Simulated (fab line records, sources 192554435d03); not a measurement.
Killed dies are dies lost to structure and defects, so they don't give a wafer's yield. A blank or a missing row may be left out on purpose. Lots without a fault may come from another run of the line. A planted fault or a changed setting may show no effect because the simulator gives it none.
fab line records | flow n5_finfet | part 2 of 2: steps 28 to 29 of 29
record lots=6 wafers=18 last_day=18
route steps=1938 shown MOL_CONTACT_COAG@630 BEOL_M0_SAQP@632 BEOL_M4@1111 PASSIVATION@1936
lots that met no fault: from a run of the same line without faults
start_h: hours from the record's first day to the start of the lot's first wafer shown | wait_h: hours since the lot's step before | " the same as in the row above | L1.1+2: a row that stands for several wafers | - no value, or no start given | * or withheld: withheld | < > ~ a bound
route shown NAME@n: a module of which the file shows steps, and the number in the route of the first | usual: mean/standard deviation of fault-free wafers | same: alike in all rows | chamber/n: place in a boat | sites: the reading at each site | _std_site: their standard deviation | _edge_site: outer sites' mean less inner sites' | radius_mm: how far each site lies from the wafer's centre | mask NAME#n: copy n | behind: the tool/chamber that last shaped the wafer | hold: why the lot was held/for how many hours/how that ended | device: the transistor (n, p or np) that didn't switch | end of line: the same wafers' tests at the end of the route | a step without rows: its recipe alone | killed: dies lost to structure and defects at the first sort, not the wafer's yield | map: a wafer's dies, x killed, . not, _ none there
set.NAME: the setting as run; set.NAME@STEP: as run at that earlier step | model.NAME: the simulator's own value behind a step, which no gauge read
lots at some steps of the route; a table a step, a row a wafer
services: from which hour (start_h, from the record's first day; less than 0 if before it) a tool's chamber was out of use, for how many hours, and why
## steps
# step N5_BEOL_M4_RC_MEAS_101
# usual DIBL_N=37.0/1.7 DIBL_P=36.7/2 IOFF_N=0.17/0.035 IOFF_P=0.22/0.035 ION_N=672/12 ION_P=461/7.5 SS_N=71.6/0.67 SS_P=73.4/0.64 VT_N=250/3.5 VT_P=-250/3.5
# columns lot.wafer tool chamber start_h wait_h DIBL_N[mV/V] DIBL_P[mV/V] IOFF_N[nA/um] IOFF_P[nA/um] ION_N[uA/um] ION_P[uA/um] SS_N[mV/dec] SS_P[mV/dec] VT_N[mV] VT_P[mV]
L471.1 prober-01 0 196.15 0.0 35.6 36.2 0.14 0.20 668 458 71.8 72.9 251 -251
L471.4 " 0 " " 39.0 38.9 0.22 0.26 695 469 72.3 73.1 244 -247
L471.6 " 0 " " 36.1 36.4 0.15 0.21 659 453 71.6 73.6 251 -249
L473.2 prober-02 0 216.16 0.2 38.0 38.1 0.19 0.24 674 454 72.5 73.4 247 -248
L473.3 " 0 " " 34.9 33.9 0.13 0.18 668 454 71.3 72.9 256 -254
L473.6 " 0 " " 36.8 36.7 0.16 0.21 677 461 71.5 73.6 248 -250
L481.2 prober-02 0 257.23 0.2 37.1 36.5 0.17 0.24 676 465 70.7 73.2 246 -247
L481.5 " 0 " " 38.5 38.9 0.21 0.29 701 484 71.9 73.8 244 -244
L481.6 " 0 " " 37.8 37.8 0.18 0.24 676 464 71.9 73.3 248 -245
L484.2 prober-01 0 296.80 0.2 33.8 34.2 0.10 0.15 634 451 71.0 72.2 258 -253
L484.3 " 0 " " 34.5 36.4 0.12 0.18 658 458 71.1 72.6 258 -250
L484.6 " 0 " " 33.9 35.1 0.11 0.17 653 449 71.3 72.6 256 -254
L483.1 prober-02 0 297.30 0.0 39.2 39.3 0.23 0.26 702 470 72.8 73.7 246 -248
L483.2 " 0 " " 40.7 41.4 0.27 0.30 693 471 72.5 75.2 241 -248
L483.3 " 0 " " 38.9 38.4 0.20 0.25 678 468 72.1 73.6 247 -249
L487.1 prober-02 0 322.40 0.0 37.6 36.5 0.18 0.24 680 469 72.3 73.6 246 -248
L487.2 " 0 " " 36.5 35.1 0.15 0.22 673 466 72.0 72.8 250 -249
L487.6 " 0 " " 34.7 33.8 0.13 0.19 669 470 70.6 73.1 252 -249
# step N5_PASSIVATION_PROBE_49
# usual defect_limited_yield=91.1/1.3 killed_at_M0_to_M3=35/11 killed_at_M4_up=13/5.4 killed_at_contacts=14/6.5 killed_at_front_end=41/11 killed_at_other=4/3.1 killed_dies=106/15 killed_on_rim=14/3.7 killed_open=69/12 killed_short=35/7 sort_bin_5_function=5.2/0.86 sort_bin_6_memory=3.4/0.64 sort_bin_8_speed=0.00/0.049 sort_n_pass=1074/15 sort_yield_pct=91.0/1.3
# same gross_dies=1180 killed_at_back_side=0 sort_bin_4_leakage[%]=0
# columns lot.wafer tool chamber start_h wait_h defect_limited_yield[%] killed_at_M0_to_M3 killed_at_M4_up killed_at_contacts killed_at_front_end killed_at_other killed_dies killed_on_rim killed_open killed_short sort_bin_5_function[%] sort_bin_6_memory[%] sort_bin_8_speed[%] sort_n_pass sort_yield_pct[%]
L471.1 prober-02 - 295.59 0.0 90.3 21 15 18 57 4 115 16 76 38 6.1 3.5 0 1065 90.3
L471.4 prober-02 - 295.74 0.2 91.4 28 10 13 45 5 101 11 73 28 5.7 2.7 0 1079 91.4
L471.6 prober-02 - 295.84 0.3 90.7 29 5 21 48 7 110 14 73 35 5.2 4.1 0 1070 90.7
L473.2 prober-02 - 314.50 0.1 93.1 28 16 7 28 3 82 16 56 23 4.4 2.4 0 1098 93.1
L473.3 prober-02 - 314.55 0.1 93.1 39 8 10 22 3 82 9 52 26 4.2 2.4 0 1098 93.1
L473.6 prober-02 - 314.70 0.3 91.4 52 13 9 28 0 102 13 66 31 5.7 2.7 0 1078 91.4
L484.2 prober-02 - 406.77 0.1 90.0 60 23 8 26 1 118 12 76 39 6.5 3.3 0.59 1055 89.4
L484.3 prober-02 - 406.82 0.1 91.0 50 15 6 35 0 106 20 69 32 5.1 3.6 0 1074 91.0
L484.6 prober-02 - 406.97 0.3 91.9 38 13 10 31 4 96 10 60 34 4.3 3.4 0 1084 91.9
L487.1 prober-02 - 434.62 0.0 91.4 23 16 11 50 1 101 10 50 49 4.0 4.2 0 1079 91.4
L487.2 prober-02 - 434.67 0.1 93.0 22 15 3 41 2 83 15 38 43 3.8 2.6 0 1097 93.0
L487.6 prober-02 - 434.87 0.3 91.0 42 8 5 49 2 106 19 59 47 5.4 3.1 0 1074 91.0
# killed by level:class
L471.1 FIN_SAQP:geometric_particle:open=18 MOL_CONTACT_COAG:geometric_particle:open=15 STI_FIN_REVEAL:geometric_particle:open=10 FIN_SAQP:geometric_particle:short=8 DUMMY_GATE:geometric_particle:open=7 BEOL_M0_SAQP:geometric_particle:short=6 STI_FIN_REVEAL:geometric_particle:short=5 BEOL_M0_SAQP:geometric_particle:open=5
L471.4 STI_FIN_REVEAL:geometric_particle:open=16 BEOL_M2:geometric_particle:open=14 MOL_CONTACT_COAG:geometric_particle:open=10 FIN_SAQP:geometric_particle:short=5 BEOL_M0_SAQP:geometric_particle:short=5 STARTING-WAFER:geometric_particle:short=4 STARTING-WAFER:geometric_particle:open=4 FIN_SAQP:geometric_particle:open=3
L471.6 MOL_CONTACT_COAG:geometric_particle:open=17 STI_FIN_REVEAL:geometric_particle:open=11 FIN_SAQP:geometric_particle:short=9 FIN_SAQP:geometric_particle:open=8 BEOL_M0_SAQP:geometric_particle:open=8 BEOL_M0:geometric_particle:open=7 BEOL_M0_SAQP:geometric_particle:short=4 DUMMY_GATE:geometric_particle:short=3
L473.2 STI_FIN_REVEAL:geometric_particle:open=8 BEOL_M1:geometric_particle:open=8 BEOL_M3:geometric_particle:open=8 MOL_CONTACT_COAG:geometric_particle:open=7 BEOL_M4:geometric_particle:open=7 FIN_SAQP:geometric_particle:short=4 DUMMY_GATE:geometric_particle:open=3 ILD0:geometric_particle:short=3
L473.3 BEOL_M3:geometric_particle:open=10 BEOL_M0_SAQP:geometric_particle:open=8 MOL_CONTACT_COAG:geometric_particle:open=7 BEOL_M0_SAQP:geometric_particle:short=7 GATE_CUT:geometric_particle:short=6 BEOL_M1:geometric_particle:open=5 BEOL_M2:geometric_particle:open=5 BEOL_M4:geometric_particle:open=4
L473.6 BEOL_M3:geometric_particle:open=14 BEOL_M0_SAQP:geometric_particle:open=10 BEOL_M1:geometric_particle:open=9 MOL_CONTACT_COAG:geometric_particle:open=8 BEOL_M0_SAQP:geometric_particle:short=8 FIN_SAQP:geometric_particle:short=6 GATE_CUT:geometric_particle:open=5 STI_FIN_REVEAL:geometric_particle:open=4
L484.2 BEOL_M0_SAQP:geometric_particle:open=13 BEOL_M0_SAQP:geometric_particle:short=11 BEOL_M2:geometric_particle:open=10 BEOL_M5:geometric_particle:open=10 GATE_CUT:geometric_particle:short=9 BEOL_M1:geometric_particle:open=9 BEOL_M3:geometric_particle:open=7 STI_FIN_REVEAL:geometric_particle:open=5
L484.3 BEOL_M3:geometric_particle:open=12 BEOL_M1:geometric_particle:open=8 BEOL_M0_SAQP:geometric_particle:short=8 BEOL_M2:geometric_particle:open=8 BEOL_M4:geometric_particle:open=6 STI_FIN_REVEAL:geometric_particle:open=5 GATE_CUT:geometric_particle:short=5 BEOL_M0_SAQP:geometric_particle:open=5
L484.6 BEOL_M0_SAQP:geometric_particle:open=12 STI_FIN_REVEAL:geometric_particle:open=8 MOL_CONTACT_COAG:geometric_particle:open=8 BEOL_M1:geometric_particle:open=8 FIN_SAQP:geometric_particle:short=6 BEOL_M0_SAQP:geometric_particle:short=6 BEOL_M2:geometric_particle:open=5 BEOL_M5:geometric_particle:open=5
L487.1 FIN_SAQP:geometric_particle:short=16 STI_FIN_REVEAL:geometric_particle:open=13 MOL_CONTACT_COAG:geometric_particle:open=10 BEOL_M0_SAQP:geometric_particle:short=10 FIN_SAQP:geometric_particle:open=6 BEOL_M4:geometric_particle:open=6 BEOL_M0_SAQP:geometric_particle:open=4 BEOL_M3:geometric_particle:open=4
L487.2 FIN_SAQP:geometric_particle:short=17 STI_FIN_REVEAL:geometric_particle:open=12 BEOL_M3:geometric_particle:short=9 BEOL_M0_SAQP:geometric_particle:short=6 BEOL_M0_SAQP:geometric_particle:open=5 ILD0:geometric_particle:short=4 FIN_SAQP:geometric_particle:open=3 MOL_CONTACT_COAG:geometric_particle:open=3
L487.6 STI_FIN_REVEAL:geometric_particle:open=25 BEOL_M0_SAQP:geometric_particle:short=20 BEOL_M0_SAQP:geometric_particle:open=7 FIN_SAQP:geometric_particle:short=6 STI_FIN_REVEAL:geometric_particle:short=6 BEOL_M3:geometric_particle:short=6 BEOL_M3:geometric_particle:open=5 ILD0:geometric_particle:open=3
## services
# columns tool chamber start_h hours kind
rie_diel-02 0 119.59 - clean
rie_diel-02 0 119.59 - consumable_replace:focus_ring
rie_diel-02 0 119.59 19.3 scheduled_down
rie_diel-02 0 119.59 19.3 vent_cycle
pecvd-03 1 121.03 2.1 scheduled_down
pvd_sputter-01 - 129.13 1.9 repair
rie_diel-06 2 136.20 3.6 repair
litho_track-04 - 137.72 - consumable_replace:filter
rie_diel-02 1 146.20 2.6 repair
rie_diel-04 1 156.15 5.6 repair
pecvd-03 0 159.78 2.1 scheduled_down
pecvd-02 1 165.01 5.5 scheduled_down
rie_diel-02 3 171.82 10.5 repair
pecvd-02 2 183.09 2.1 scheduled_down
pecvd-02 2 186.39 16.3 repair
pecvd-01 - 192.75 2.8 pm
rie_diel-02 2 199.12 3.9 repair
rie_diel-06 - 201.04 0.4 repair
rie_diel-04 2 210.52 4.3 repair
pecvd-01 - 214.89 2.5 repair
rie_diel-04 0 233.13 1.3 repair
rie_diel-06 3 237.11 10.1 repair
litho_track-04 - 245.20 - consumable_replace:filter
